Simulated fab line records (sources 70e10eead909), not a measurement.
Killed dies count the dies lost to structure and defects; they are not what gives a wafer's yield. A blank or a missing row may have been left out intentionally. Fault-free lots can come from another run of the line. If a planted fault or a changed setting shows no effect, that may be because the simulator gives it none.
fab line records	flow nand-harc
[record] lots = 12	wafers = 36	last-day = 33
route steps=1302 shown P_GATE@202 P_CONTACT@219 END@1302
lots that met no fault: taken from a fault-free run of the same line
start-h: the number of hours between the record's first day and the start of the first shown wafer of the lot	wait-h: how many hours have passed since the lot's step before this one	" same as the row above	L1.1+2: several wafers, shown together as one row	- no value present, or no start provided	* or withheld: withheld	< > ~ a bound
route shown NAME@n: NAME is a module with steps in the file, n the number in the route of the first one	usual: average and standard deviation across the fault-free wafers	same: alike in all rows	chamber/n: place in a boat	sites: per-site readings	_std_site: how widely they spread, as a standard deviation	_edge_site: inner sites' mean taken away from outer sites' mean	radius-mm: how far each site lies from the wafer's centre	mask NAME#n: copy n	behind: the most recent tool/chamber to have shaped the wafer	hold: why the lot was held/for how many hours/how that ended	device: whichever transistor did not switch (one of n, p or np)	end of line: the route-end tests of the same wafers	step lacking rows: just its recipe	killed: count of dies lost to structure and defects at first sort (not the wafer's yield)	map: the dies of a wafer, with x for killed, . for not killed, _ for no die there
set.NAME: the setting as run; set.NAME@STEP: as run at that earlier step	model.NAME: the simulator's own value behind a step, which no gauge read
one table for each step of the route and one row for each wafer, over a sample of lots
services: the hour from which a tool's chamber was out of use, counted from the record's first day as start-h (under 0 if before that day), plus the number of hours and why
[[steps]]
[step NHARC_P_GATE_DESCUM_93]
[recipe] time-s = 3	o2-flow-sccm = 200	ar-flow-sccm = 0	bias-power-w = 0	chemistry = O2
[usual] drypump-motor-current-A = 5.8/0.48	oes-product-au = 1.004/0.0077	rf-vpp-V = 57.9/1	showerhead-plenum-p-Torr = 1.94/0.088	throttle-valve-pct = 11.313/0.0087
lot.wafer	tool	chamber	start-h	wait-h	drypump-motor-current-A	oes-product-au	rf-hours-counter-h	rf-vpp-V	showerhead-plenum-p-Torr	throttle-valve-pct
L275.2	rie-diel-02	3	117.76	-	5.3	1.005	2.7	55.5	1.81	11.298
L275.4	"	0	"	"	5.2	0.995	3.2	57.5	1.85	11.309
L275.6	"	3	"	"	5.3	1.003	-	56.6	1.81	11.318
L278.3	rie-diel-02	1	144.35	-	5.0	1.008	5.3	59.0	2.06	11.309
L278.4	"	2	"	"	6.3	0.997	4.9	57.9	2.03	11.322
L278.2	"	0	"	"	5.1	1.004	4.8	58.6	1.85	11.324
L279.1	rie-diel-09	2	155.20	-	5.3	1.007	0.0	58.2	1.81	11.311
L279.2	"	3	"	"	6.1	1.001	0.1	58.3	1.97	11.324
L279.6	"	2	"	"	5.3	0.996	-	57.9	1.81	11.290
L280.2	rie-diel-02	1	170.11	-	5.0	0.993	6.5	58.1	2.06	11.313
L280.1	"	3	"	"	5.3	0.992	6.7	58.2	1.81	11.325
L280.6	"	2	"	"	6.3	1.004	-	57.0	2.03	11.299
L289.4	rie-diel-13	0	258.06	-	6.2	1.005	-	56.9	1.99	11.308
L289.6	"	1	"	"	6.3	1.000	-	58.8	1.87	11.312
L289.5	"	2	"	"	5.9	1.014	-	59.2	1.95	11.306
L290.3	rie-diel-13	2	258.47	-	5.8	1.019	3.0	56.8	1.95	11.307
L290.4	"	2	"	"	5.8	1.013	-	56.9	1.95	11.319
L290.6	"	1	"	"	6.3	1.008	-	57.7	1.87	11.308
L291.2	rie-diel-13	0	272.81	-	6.2	1.000	4.7	57.8	1.99	11.306
L291.3	"	1	"	"	6.3	0.996	3.8	58.0	1.87	11.311
L291.6	"	3	"	"	6.1	1.012	-	57.3	2.04	11.316
L292.1	rie-diel-02	3	287.38	-	5.3	1.004	0.9	58.2	1.81	11.309
L292.4	"	1	"	"	5.1	1.017	1.1	59.3	2.06	11.328
L292.5	"	3	"	"	5.3	0.995	-	56.9	1.81	11.307
L295.1	rie-diel-13	3	315.31	-	6.1	1.007	8.0	58.7	2.04	11.317
L295.5	"	2	"	"	5.8	1.007	-	58.1	1.95	11.296
L295.6	"	3	"	"	6.1	1.009	-	59.7	2.04	11.325
L296.1	rie-diel-02	0	318.66	-	5.1	1.010	2.9	57.0	1.85	11.327
L296.4	"	1	"	"	5.0	1.012	3.0	58.1	2.05	11.316
L296.6	"	3	"	"	5.3	1.010	-	57.7	1.81	11.312
L297.1	rie-diel-02	3	338.81	-	5.4	0.987	3.3	56.8	1.81	11.320
L297.6	"	1	"	"	5.0	0.996	-	60.4	2.05	11.312
L297.5	"	2	"	"	6.3	0.996	-	59.1	2.03	11.309
L298.2	rie-diel-02	1	346.03	-	5.0	1.012	5.0	58.9	2.05	11.317
L298.4	"	2	"	"	6.3	1.002	3.6	58.3	2.03	11.308
L298.6	"	0	"	"	5.1	0.997	-	56.7	1.85	11.303
[step NHARC_P_CONTACT_CMP_01]
[recipe] target-thk-nm = 200	material = SiO2
[usual] motor-current-A = 11.9/0.81
lot.wafer	tool	chamber	start-h	wait-h	motor-current-A
L275.4	cmp-01	2	121.46	-	12.4
L275.2	"	3	"	"	12.3
L275.6	"	2	"	"	12.4
L278.3	cmp-03	2	148.03	-	10.9
L278.2	"	3	"	"	13.5
L278.4	"	1	"	"	10.9
L279.1	cmp-01	1	158.92	-	12.0
L279.2	"	2	"	"	12.3
L279.6	"	2	"	"	12.1
L280.2	cmp-01	0	174.26	0.5	12.2
L280.1	"	3	"	"	12.0
L280.6	"	0	"	"	11.1
L289.4	cmp-01	1	261.95	-	11.9
L289.6	"	2	"	"	12.3
L289.5	"	3	"	"	12.2
L290.3	cmp-04	3	262.26	-	11.4
L290.4	"	0	"	"	11.9
L290.6	"	2	"	"	12.1
L291.3	cmp-01	3	276.53	-	12.2
L291.2	"	0	"	"	12.6
L291.6	"	1	"	"	11.2
L292.1	cmp-04	3	291.06	-	10.8
L292.4	"	1	"	"	12.0
L292.5	"	3	"	"	10.6
L295.1	cmp-04	1	319.33	-	12.9
L295.6	"	1	"	"	11.3
L295.5	"	2	"	"	12.0
L296.4	cmp-01	1	322.35	-	11.8
L296.1	"	3	"	"	12.5
L296.6	"	2	"	"	12.5
L297.1	cmp-01	2	342.53	-	12.2
L297.5	"	3	"	"	11.8
L297.6	"	0	"	"	12.0
L298.4	cmp-04	0	350.02	-	11.3
L298.2	"	1	"	"	12.1
L298.6	"	3	"	"	11.2
[step NHARC_P_CONTACT_STRIP_28]
[recipe] o2-flow-sccm = 500	ar-flow-sccm = 0	bias-w = 0	chemistry = O2
[usual] drypump-motor-current-A = 5.7/0.5	oes-product-au = 1.003/0.0084	rf-vpp-V = 57.7/0.93	showerhead-plenum-p-Torr = 3.48/0.13	throttle-valve-pct = 17.037/0.0093
[same] bias-w = 0
lot.wafer	tool	chamber	start-h	wait-h	drypump-motor-current-A	oes-product-au	rf-hours-counter-h	rf-vpp-V	showerhead-plenum-p-Torr	throttle-valve-pct
L275.4	rie-diel-05	2	123.44	0.1	6.0	1.003	1.3	59.7	3.51	17.032
L275.2	"	0	"	"	6.9	1.006	1.7	58.8	3.51	17.032
L275.6	"	3	"	"	5.3	1.004	-	57.8	3.37	17.024
L278.3	rie-diel-01	1	149.87	0.1	5.4	1.001	6.1	57.9	3.47	17.049
L278.4	"	2	"	"	5.8	0.995	5.8	55.9	3.39	17.045
L278.2	"	3	"	"	5.4	0.983	6.0	57.8	3.44	17.055
L279.1	rie-diel-03	3	160.90	0.1	6.1	1.010	0.6	59.0	3.79	17.053
L279.2	"	1	"	"	5.8	1.008	0.6	58.9	3.63	17.026
L279.6	"	3	"	"	6.1	1.013	-	59.7	3.79	17.028
L280.1	rie-diel-01	3	176.22	0.1	5.4	0.996	7.9	58.2	3.44	17.035
L280.2	"	2	"	"	5.8	0.998	7.5	57.6	3.39	17.033
L280.6	"	3	"	"	5.4	0.996	-	57.1	3.44	17.032
L289.4	rie-diel-03	0	263.87	0.1	5.4	1.020	4.3	56.1	3.30	17.046
L289.5	"	2	"	"	5.2	1.006	-	55.3	3.41	17.031
L289.6	"	3	"	"	6.1	1.000	-	58.9	3.79	17.035
L290.4	rie-diel-05	3	264.17	0.1	5.3	1.007	0.5	57.5	3.37	17.027
L290.3	"	2	"	"	6.0	1.010	0.6	58.2	3.51	17.037
L290.6	"	0	"	"	6.9	0.994	-	57.5	3.51	17.036
L291.3	rie-diel-03	0	278.45	0.1	5.4	1.008	4.4	56.8	3.30	17.046
L291.2	"	1	"	"	5.7	1.011	4.3	57.3	3.63	17.021
L291.6	"	1	"	"	5.7	1.005	-	58.8	3.63	17.028
L292.1	rie-diel-01	0	293.06	0.1	5.1	1.003	4.1	58.6	3.37	17.029
L292.5	"	1	"	"	5.3	1.001	-	55.6	3.46	17.058
L292.4	"	3	"	"	5.4	1.002	-	56.6	3.43	17.033
L295.1	rie-diel-03	2	321.32	0.1	5.3	1.002	0.7	58.1	3.41	17.047
L295.5	"	1	"	"	5.8	1.001	-	57.9	3.63	17.046
L295.6	"	2	"	"	5.2	0.989	-	56.2	3.41	17.055
L296.1	rie-diel-01	2	324.46	0.1	5.8	0.989	5.4	56.1	3.38	17.053
L296.4	"	3	"	"	5.4	0.993	6.8	58.3	3.43	17.021
L296.6	"	2	"	"	5.8	0.989	-	56.3	3.38	17.033
L297.1	rie-diel-05	1	344.44	0.1	6.0	1.003	3.1	56.4	3.49	17.036
L297.6	"	0	"	"	6.9	0.990	-	57.0	3.51	17.041
L297.5	"	2	"	"	6.0	1.011	-	58.3	3.51	17.046
L298.2	rie-diel-05	1	351.94	0.1	6.0	1.004	3.3	58.2	3.49	17.036
L298.4	"	3	"	"	5.3	0.999	3.1	58.4	3.37	17.050
L298.6	"	1	"	"	6.1	0.999	-	57.6	3.49	17.041
[step NHARC_P_CONTACT_CVD_23]
[recipe] target-thk-a = 2000	temp-c = 300	pressure-torr = 40	wf6-flow-sccm = 40	h2-flow-sccm = 1600	ar-flow-sccm = 1560	time-s = 557	material = W
[usual] chamber-pressure-Torr = 39.99/0.083	heater-power-outer-w = 254/19	heater-power-w = 454/30	throttle-valve-pct = 8.0/0.31
lot.wafer	tool	chamber	start-h	wait-h	chamber-pressure-Torr	heater-power-outer-w	heater-power-w	throttle-valve-pct
L275.2	cvd-w-02	0	124.60	-	40.06	239	412	7.9
L275.4	"	0	"	"	39.94	237	413	7.7
L275.6	"	0	"	"	40.06	238	425	7.7
L278.2	cvd-w-02	0	150.96	-	-	-	-	-
L278.4	"	0	"	"	-	-	-	-
L278.3	"	1	"	"	-	-	-	-
L279.2	cvd-w-02	1	161.96	-	-	-	-	-
L279.1	"	0	"	"	-	-	-	-
L279.6	"	1	"	"	-	-	-	-
L280.2	cvd-w-02	0	177.32	-	-	-	-	-
L280.1	"	1	"	"	-	-	-	-
L280.6	"	1	"	"	-	-	-	-
L289.4	cvd-w-01	1	265.10	-	40.10	264	465	7.6
L289.6	"	1	"	"	40.04	263	472	7.9
L289.5	"	0	"	"	39.93	244	467	8.2
L290.4	cvd-w-02	1	265.42	-	40.01	266	500	8.4
L290.3	"	0	"	"	40.02	242	410	7.9
L290.6	"	1	"	"	39.98	271	503	8.5
L291.2	cvd-w-01	0	279.62	-	39.88	235	445	8.2
L291.3	"	0	"	"	40.01	236	458	7.9
L291.6	"	0	"	"	40.01	233	459	8.2
L292.1	cvd-w-02	1	294.12	-	40.08	277	493	8.0
L292.4	"	1	"	"	40.04	270	487	8.1
L292.5	"	1	"	"	39.96	278	485	8.2
L295.1	cvd-w-02	0	322.47	-	39.93	230	421	7.5
L295.6	"	1	"	"	39.79	275	492	8.5
L295.5	"	0	"	"	40.00	231	411	7.9
L296.1	cvd-w-01	0	325.55	-	39.95	235	452	8.1
L296.4	"	1	"	"	40.10	270	475	7.9
L296.6	"	1	"	"	39.93	280	449	8.1
L297.1	cvd-w-02	0	345.63	-	39.88	228	411	7.6
L297.6	"	1	"	"	40.05	280	481	8.5
L297.5	"	0	"	"	40.08	228	407	7.8
L298.2	cvd-w-02	1	353.07	-	39.93	276	475	8.3
L298.4	"	0	"	"	39.95	228	422	7.6
L298.6	"	1	"	"	39.92	274	487	8.4
[step NHARC_P_CONTACT_CMP_24]
[recipe] t-overpolish-s = 30	target-thk-nm = 200
[usual] motor-current-A = 12.0/1.1	overpolish-run-s = 30.000/0.008	time-to-endpoint-s = 39.5/2.6
[same] t-overpolish-s = 30
lot.wafer	tool	chamber	start-h	wait-h	motor-current-A	overpolish-run-s	time-to-endpoint-s
L275.2	cmp-04	2	125.16	0.5	12.2	29.998	39.5
L275.4	"	3	"	"	11.4	30.001	39.2
L275.6	"	2	"	"	11.1	30.011	43.1
L278.4	cmp-01	3	151.60	0.4	12.3	29.999	0.0
L278.2	"	0	"	"	12.4	30.012	0.0
L278.3	"	2	"	"	11.8	30.002	0.0
L279.1	cmp-04	0	162.61	0.5	11.1	30.004	0.8
L279.2	"	1	"	"	12.2	29.992	0.2
L279.6	"	0	"	"	11.3	30.005	0.6
L280.2	cmp-03	2	177.96	0.6	10.8	29.999	0.6
L280.1	"	1	"	"	10.8	30.010	0.0
L280.6	"	3	"	"	13.2	29.996	3.7
L289.4	cmp-03	1	265.63	0.4	11.5	29.999	41.8
L289.5	"	3	"	"	13.0	29.996	44.8
L289.6	"	0	"	"	13.4	30.004	40.8
L290.4	cmp-04	1	265.91	0.4	12.7	30.007	37.6
L290.3	"	2	"	"	12.0	29.997	40.3
L290.6	"	1	"	"	12.5	30.003	40.0
L291.3	cmp-03	3	280.17	0.3	13.4	29.999	40.9
L291.2	"	2	"	"	10.8	29.998	43.9
L291.6	"	0	"	"	13.4	30.017	38.3
L292.1	cmp-03	3	294.80	0.6	13.3	29.983	39.9
L292.4	"	0	"	"	13.2	29.986	33.2
L292.5	"	3	"	"	12.8	29.999	37.3
L295.1	cmp-03	2	323.07	0.5	10.3	30.004	42.3
L295.5	"	1	"	"	11.1	30.003	39.3
L295.6	"	2	"	"	10.9	29.990	41.6
L296.1	cmp-03	2	326.22	0.6	10.8	29.997	42.1
L296.4	"	3	"	"	13.1	30.001	43.8
L296.6	"	2	"	"	10.6	29.996	41.6
L297.1	cmp-03	0	346.23	0.5	13.3	30.011	36.7
L297.6	"	3	"	"	12.6	30.003	41.8
L297.5	"	0	"	"	13.5	29.979	36.0
L298.4	cmp-03	0	353.77	0.3	13.1	30.005	38.5
L298.2	"	1	"	"	10.3	30.009	36.2
L298.6	"	2	"	"	11.3	30.002	40.4
[step NHARC_END_SORT_01]
[recipe] temp-c = 25
[usual] defect-limited-yield = 91.1/2.8	killed-at-array = 56/19	killed-at-other = 1.0/1.5	killed-at-periphery = 3.4/2.4	killed-dies = 60/19	killed-open = 3.3/1.8	killed-short = 2.4/1.7	sort_bin_2_pct = 3.2/1.3	sort_bin_3_pct = 0.7/0.39	sort_bin_4_pct = 4.9/1.6	sort-n-pass = 617/19	sort-rim-yield-pct = 89/4.2	sort-yield-pct = 91.1/2.8
[same] gross-dies = 677	sort_bin_5_pct[%] = 0	sort_bin_6_pct[%] = 0	sort_bin_7_pct[%] = 0	sort_bin_8_pct[%] = 0	sort-rim-n-gross = 106.00
lot.wafer	tool	chamber	start-h	wait-h	defect-limited-yield[%]	killed-at-array	killed-at-other	killed-at-periphery	killed-dies	killed-open	killed-short	sort_bin_2_pct[%]	sort_bin_3_pct[%]	sort_bin_4_pct[%]	sort-n-pass	sort-rim-yield-pct[%]	sort-yield-pct[%]
L275.2	prober-02	0	570.59	2.8	94.8	34	0	1	35	4	1	0.7	0.3	4.1	642	89	94.8
L275.4	prober-02	0	572.22	3.5	95.7	29	0	0	29	2	2	1.9	0.3	2.1	648	92	95.7
L275.6	prober-02	0	573.86	4.1	93.8	38	1	3	42	4	2	1.5	0.3	4.4	635	90	93.8
L290.3	prober-02	0	697.60	3.1	91.4	55	0	3	58	2	4	3.8	0.4	4.3	619	97	91.4
L290.4	prober-02	0	698.38	3.4	92.9	46	0	2	48	3	0	1.9	0.4	4.7	629	94	92.9
L290.6	prober-02	0	699.96	3.9	91.7	54	0	2	56	2	5	2.2	0.6	5.5	621	91	91.7
L289.4	prober-02	0	711.28	3.4	92.2	51	0	2	53	2	1	2.4	1.0	4.4	624	87	92.2
L289.5	prober-02	0	712.08	3.7	92.0	52	0	2	54	1	0	3.2	1.0	3.7	623	87	92.0
L289.6	prober-02	0	712.89	4.0	92.5	46	0	5	51	1	1	3.1	0.4	4.0	626	88	92.5
L291.2	prober-01	0	724.70	2.8	94.8	27	1	7	35	3	4	2.2	0.4	2.5	642	92	94.8
L291.3	prober-01	0	725.48	3.1	92.3	43	4	5	52	1	5	2.7	0.4	4.6	625	87	92.3
L291.6	prober-01	0	727.83	3.9	93.9	35	1	5	41	2	0	2.4	0.4	3.2	636	90	93.9
L292.1	prober-02	0	747.18	2.5	93.2	45	0	1	46	1	2	1.9	0.9	4.0	631	85	93.2
L292.4	prober-02	0	749.54	3.4	92.0	51	2	1	54	1	1	3.2	0.7	4.0	623	92	92.0
L292.5	prober-02	0	750.33	3.7	93.8	38	0	4	42	3	4	1.8	0.7	3.7	635	91	93.8
L295.1	prober-02	0	768.95	2.5	93.6	38	0	5	43	5	2	2.7	0.3	3.4	634	87	93.6
L295.5	prober-02	0	772.14	3.7	91.7	52	0	4	56	4	2	3.4	0.4	4.4	621	85	91.7
L295.6	prober-02	0	772.94	4.0	92.6	49	0	1	50	5	3	2.8	0.6	4.0	627	86	92.6
L296.1	prober-01	0	769.31	2.5	95.0	33	0	1	34	0	5	2.2	0.7	2.1	643	90	95.0
L296.4	prober-01	0	771.72	3.4	93.6	42	0	1	43	4	3	2.2	0.7	3.4	634	87	93.6
L296.6	prober-01	0	773.32	4.0	92.9	44	0	4	48	7	0	2.5	0.6	4.0	629	91	92.9
L297.1	prober-02	0	781.25	2.5	91.4	45	7	6	58	4	3	3.0	0.4	5.2	619	89	91.4
L297.5	prober-02	0	784.43	3.7	90.4	57	2	6	65	9	2	2.1	1.3	6.2	612	85	90.4
L297.6	prober-02	0	785.22	4.0	90.5	53	4	7	64	2	3	4.4	0.7	4.3	613	82	90.5
L298.2	prober-02	0	795.58	2.8	91.9	48	4	3	55	2	2	3.4	0.3	4.4	622	84	91.9
L298.4	prober-02	0	797.21	3.4	90.1	58	4	5	67	3	4	4.0	1.5	4.4	610	81	90.1
L298.6	prober-02	0	798.84	4.1	89.4	63	5	4	72	6	5	3.7	0.4	6.5	605	83	89.4
// killed by level:class
L275.2 A_SLIT:chamber-film-flake=19 A_CHANNEL_HOLE_D2:chamber-film-flake=5 A_SOURCE_PLATE:geometric-particle:open=2 A_CHANNEL_HOLE_D1:chamber-film-flake=2 A_ONON_D2:geometric-particle:short=1 A_CHANNEL_HOLE_D2:geometric-particle:open=1 A_WL_FILL:geometric-particle:open=1 P_ZERO_WELL:chamber-film-flake=1
L275.4 A_SLIT:chamber-film-flake=14 A_CHANNEL_HOLE_D2:chamber-film-flake=6 A_CONTACT:chamber-film-flake=3 A_CHANNEL_HOLE_D2:geometric-particle:open=1 A_WL_FILL:geometric-particle:short=1 A_WL_FILL:geometric-particle:open=1 A_CONTACT:geometric-particle:short=1 A_ZERO_WELL:chamber-film-flake=1
L275.6 A_SLIT:chamber-film-flake=20 A_CHANNEL_HOLE_D2:chamber-film-flake=5 A_CHANNEL_FILL_D1:chamber-film-flake=3 A_CHANNEL_HOLE_D1:chamber-film-flake=2 P_CONTACT:geometric-particle:open=1 P_M0:geometric-particle:open=1 A_ONON_D1:geometric-particle:short=1 A_ONON_D1:geometric-particle:open=1
L290.3 A_CHANNEL_HOLE_D1:chamber-film-flake=36 A_WL_FILL:chamber-film-flake=4 A_SLIT:chamber-film-flake=3 A_CHANNEL_FILL_D2:chamber-film-flake=3 A_STAIRCASE:chamber-film-flake=2 A_CONTACT:chamber-film-flake=2 P_STI:geometric-particle:short=1 P_M0:geometric-particle:short=1
L290.4 A_CHANNEL_HOLE_D1:chamber-film-flake=26 A_WL_FILL:chamber-film-flake=6 A_CHANNEL_FILL_D2:chamber-film-flake=4 A_CONTACT:chamber-film-flake=4 P_ZERO_WELL:chamber-film-flake=2 A_DECK1_JOINT:chamber-film-flake=2 A_ONON_D1:geometric-particle:open=1 A_CHANNEL_FILL_D1:geometric-particle:open=1
L290.6 A_CHANNEL_HOLE_D1:chamber-film-flake=33 A_WL_FILL:chamber-film-flake=4 A_SLIT:chamber-film-flake=3 A_ONON_D1:geometric-particle:short=2 A_DECK1_JOINT:chamber-film-flake=2 A_CONTACT:chamber-film-flake=2 P_M2:geometric-particle:open=1 A_DECK1_JOINT:geometric-particle:short=1
L289.4 A_SLIT:chamber-film-flake=21 A_CHANNEL_HOLE_D2:chamber-film-flake=16 A_CHANNEL_HOLE_D1:chamber-film-flake=5 A_CONTACT:chamber-film-flake=4 P_GATE:chamber-film-flake=2 A_ONON_D1:geometric-particle:short=1 A_ONON_D1:geometric-particle:open=1 A_CHANNEL_FILL_D2:geometric-particle:open=1
L289.5 A_SLIT:chamber-film-flake=25 A_CHANNEL_HOLE_D2:chamber-film-flake=14 A_CHANNEL_HOLE_D1:chamber-film-flake=6 A_CONTACT:chamber-film-flake=4 P_GATE:chamber-film-flake=2 A_CHANNEL_HOLE_D2:geometric-particle:open=1 A_CHANNEL_FILL_D2:chamber-film-flake=1 A_STAIRCASE:chamber-film-flake=1
L289.6 A_SLIT:chamber-film-flake=25 A_CHANNEL_HOLE_D1:chamber-film-flake=11 A_CHANNEL_HOLE_D2:chamber-film-flake=8 P_GATE:chamber-film-flake=2 P_M1:chamber-film-flake=2 A_ONON_D1:geometric-particle:open=1 A_CHANNEL_FILL_D1:geometric-particle:short=1 P_STI:chamber-film-flake=1
L291.2 A_SLIT:chamber-film-flake=15 A_CHANNEL_HOLE_D1:chamber-film-flake=3 P_BONDPAD:chamber-film-flake=2 P_GATE:geometric-particle:open=1 P_M1:geometric-particle:open=1 A_SOURCE_PLATE:geometric-particle:short=1 A_ONON_D2:geometric-particle:short=1 A_CHANNEL_FILL_D2:geometric-particle:short=1
L291.3 A_SLIT:chamber-film-flake=22 A_CHANNEL_HOLE_D1:chamber-film-flake=6 THIN_TSV:chamber-film-flake=4 A_CONTACT:chamber-film-flake=4 P_BONDPAD:chamber-film-flake=3 A_ONON_D1:geometric-particle:short=2 A_DECK1_JOINT:chamber-film-flake=2 A_SOURCE_PLATE:geometric-particle:short=1
L291.6 A_SLIT:chamber-film-flake=18 A_CHANNEL_HOLE_D1:chamber-film-flake=9 P_BONDPAD:chamber-film-flake=5 A_CONTACT:chamber-film-flake=5 A_ONON_D2:geometric-particle:open=1 A_BLC:geometric-particle:open=1 A_ZERO_WELL:chamber-film-flake=1 THIN_TSV:chamber-film-flake=1
L292.1 A_SLIT:chamber-film-flake=24 A_CHANNEL_HOLE_D1:chamber-film-flake=6 A_CONTACT:chamber-film-flake=6 A_M0:chamber-film-flake=3 A_CHANNEL_FILL_D1:chamber-film-flake=2 A_ONON_D2:geometric-particle:short=1 A_SGD_CUT:geometric-particle:open=1 A_CONTACT:geometric-particle:short=1
L292.4 A_SLIT:chamber-film-flake=27 A_CHANNEL_HOLE_D1:chamber-film-flake=13 A_M0:chamber-film-flake=3 A_CHANNEL_FILL_D1:chamber-film-flake=2 A_CONTACT:chamber-film-flake=2 THIN_TSV:chamber-film-flake=2 A_ONON_D2:geometric-particle:open=1 A_CHANNEL_FILL_D2:geometric-particle:short=1
L292.5 A_SLIT:chamber-film-flake=22 A_CHANNEL_HOLE_D1:chamber-film-flake=9 P_M0:geometric-particle:open=2 A_STAIRCASE:chamber-film-flake=2 P_STI:geometric-particle:short=1 P_GATE:geometric-particle:open=1 A_CHANNEL_FILL_D1:geometric-particle:short=1 A_CHANNEL_HOLE_D2:geometric-particle:short=1
L295.1 A_SLIT:chamber-film-flake=20 A_STAIRCASE:chamber-film-flake=6 A_CHANNEL_HOLE_D1:chamber-film-flake=5 P_CONTACT:geometric-particle:open=3 A_CONTACT:chamber-film-flake=2 P_M2:geometric-particle:open=1 A_SOURCE_PLATE:geometric-particle:open=1 A_ONON_D1:geometric-particle:short=1
L296.1 A_SLIT:chamber-film-flake=17 A_CHANNEL_HOLE_D1:chamber-film-flake=7 A_WL_FILL:geometric-particle:short=2 A_ONON_D2:geometric-particle:short=1 A_CHANNEL_HOLE_D2:geometric-particle:short=1 A_M1:geometric-particle:short=1 P_ZERO_WELL:chamber-film-flake=1 A_DECK1_JOINT:chamber-film-flake=1
L296.4 A_SLIT:chamber-film-flake=26 A_CHANNEL_HOLE_D1:chamber-film-flake=7 A_CONTACT:chamber-film-flake=2 P_CONTACT:geometric-particle:open=1 A_ONON_D1:geometric-particle:short=1 A_CHANNEL_HOLE_D1:geometric-particle:short=1 A_CHANNEL_FILL_D1:geometric-particle:open=1 A_WL_FILL:geometric-particle:open=1
L295.5 A_SLIT:chamber-film-flake=23 A_CHANNEL_HOLE_D1:chamber-film-flake=18 P_M2:chamber-film-flake=3 A_WL_FILL:chamber-film-flake=3 A_CONTACT:chamber-film-flake=2 P_STI:geometric-particle:short=1 A_CHANNEL_FILL_D1:geometric-particle:open=1 A_DECK1_JOINT:geometric-particle:short=1
L295.6 A_SLIT:chamber-film-flake=21 A_CHANNEL_HOLE_D1:chamber-film-flake=11 A_STAIRCASE:chamber-film-flake=7 A_CONTACT:chamber-film-flake=2 P_M1:geometric-particle:open=1 A_SOURCE_PLATE:geometric-particle:open=1 A_ONON_D1:geometric-particle:open=1 A_CHANNEL_FILL_D1:geometric-particle:short=1
L296.6 A_SLIT:chamber-film-flake=19 A_CHANNEL_HOLE_D1:chamber-film-flake=9 A_CONTACT:chamber-film-flake=9 A_ONON_D1:geometric-particle:open=2 A_M1:geometric-particle:open=2 P_ZERO_WELL:chamber-film-flake=2 P_GATE:geometric-particle:open=1 A_ONON_D2:geometric-particle:open=1
L297.1 A_SLIT:chamber-film-flake=26 THIN_TSV:chamber-film-flake=7 A_CHANNEL_HOLE_D1:chamber-film-flake=5 A_CONTACT:chamber-film-flake=3 P_STI:chamber-film-flake=2 A_STAIRCASE:chamber-film-flake=2 A_WL_FILL:chamber-film-flake=2 P_M0:geometric-particle:open=1
L297.5 A_SLIT:chamber-film-flake=23 A_CHANNEL_HOLE_D1:chamber-film-flake=10 A_CONTACT:chamber-film-flake=10 A_CHANNEL_HOLE_D2:chamber-film-flake=3 P_M0:geometric-particle:open=2 A_CHANNEL_FILL_D1:geometric-particle:open=2 A_M1:chamber-film-flake=2 THIN_TSV:chamber-film-flake=2
L297.6 A_SLIT:chamber-film-flake=22 A_CONTACT:chamber-film-flake=16 A_CHANNEL_HOLE_D1:chamber-film-flake=7 P_STI:chamber-film-flake=6 THIN_TSV:chamber-film-flake=4 A_CHANNEL_FILL_D1:chamber-film-flake=2 P_CONTACT:geometric-particle:open=1 A_DECK1_JOINT:geometric-particle:short=1
L298.2 A_SLIT:chamber-film-flake=19 A_CHANNEL_HOLE_D1:chamber-film-flake=10 A_CONTACT:chamber-film-flake=10 THIN_TSV:chamber-film-flake=4 A_CHANNEL_HOLE_D2:chamber-film-flake=3 A_CHANNEL_FILL_D2:chamber-film-flake=2 P_CONTACT:geometric-particle:open=1 P_M0:geometric-particle:short=1
L298.4 A_SLIT:chamber-film-flake=26 A_CHANNEL_HOLE_D1:chamber-film-flake=14 A_CONTACT:chamber-film-flake=10 THIN_TSV:chamber-film-flake=4 P_GATE:chamber-film-flake=3 P_M1:geometric-particle:open=1 A_CHANNEL_HOLE_D1:geometric-particle:short=1 A_CHANNEL_FILL_D1:geometric-particle:open=1
L298.6 A_SLIT:chamber-film-flake=26 A_CHANNEL_HOLE_D1:chamber-film-flake=17 A_CONTACT:chamber-film-flake=10 P_GATE:chamber-film-flake=3 STARTING-WAFER:geometric-particle:open=2 A_STAIRCASE:chamber-film-flake=2 THIN_TSV:chamber-film-flake=2 P_M1:geometric-particle:open=1
[[services]]
tool	chamber	start-h	hours	kind
cmp-03	-	94.63	0.6	repair
rie-diel-03	-	104.30	9.0	pm
cmp-04	-	111.00	4.0	pm
cmp-03	-	139.15	3.7	repair
cmp-03	-	162.16	4.0	pm
cmp-01	-	182.06	2.5	repair
cmp-01	-	185.98	4.0	pm
cmp-01	-	202.71	1.3	repair
cmp-04	-	209.00	4.0	pm
cmp-03	-	211.56	1.1	repair
rie-diel-02	-	213.62	30.7	repair
cmp-04	-	216.95	1.2	repair
cmp-01	-	255.14	2.7	repair
cmp-03	-	260.16	4.0	pm
cmp-01	-	265.55	0.6	repair
cvd-w-02	-	269.10	13.0	pm
cmp-01	-	283.98	4.0	pm
cmp-01	-	296.75	4.8	repair
rie-diel-02	3	296.95	2.6	repair
cvd-w-02	1	300.62	1.7	repair
cmp-04	-	307.00	4.0	pm
cvd-w-02	0	325.77	3.4	repair
cvd-w-02	0	331.28	4.7	repair
cmp-04	-	340.25	1.1	repair
[[key]]
[first-sign] step = NHARC_P_CONTACT_CVD_23	reading = tool-record	direction = missing
[effect] step = NHARC_P_CONTACT_CMP_24	reading = time-to-endpoint-s	direction = down	sigmas = 15	usual = *	struck = *
met-at NHARC_P_CONTACT_CVD_23
struck-lots L278,L279,L280
scrapped-behind NHARC_P_CONTACT_THK_MEAS_25 L278.2,L278.3,L278.4,L279.1,L279.2,L279.6,L280.1,L280.2,L280.6
not-acting-at NHARC_P_GATE_DESCUM_93,NHARC_P_CONTACT_CMP_01,NHARC_P_CONTACT_STRIP_28
onset-between 124.60 150.96
[fault] kind = skipped-step-whole	tool = cvd-w-02	chamber = -	onset-h = 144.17	steps = NHARC_P_CONTACT_CVD_23	scope = struck-lots-only
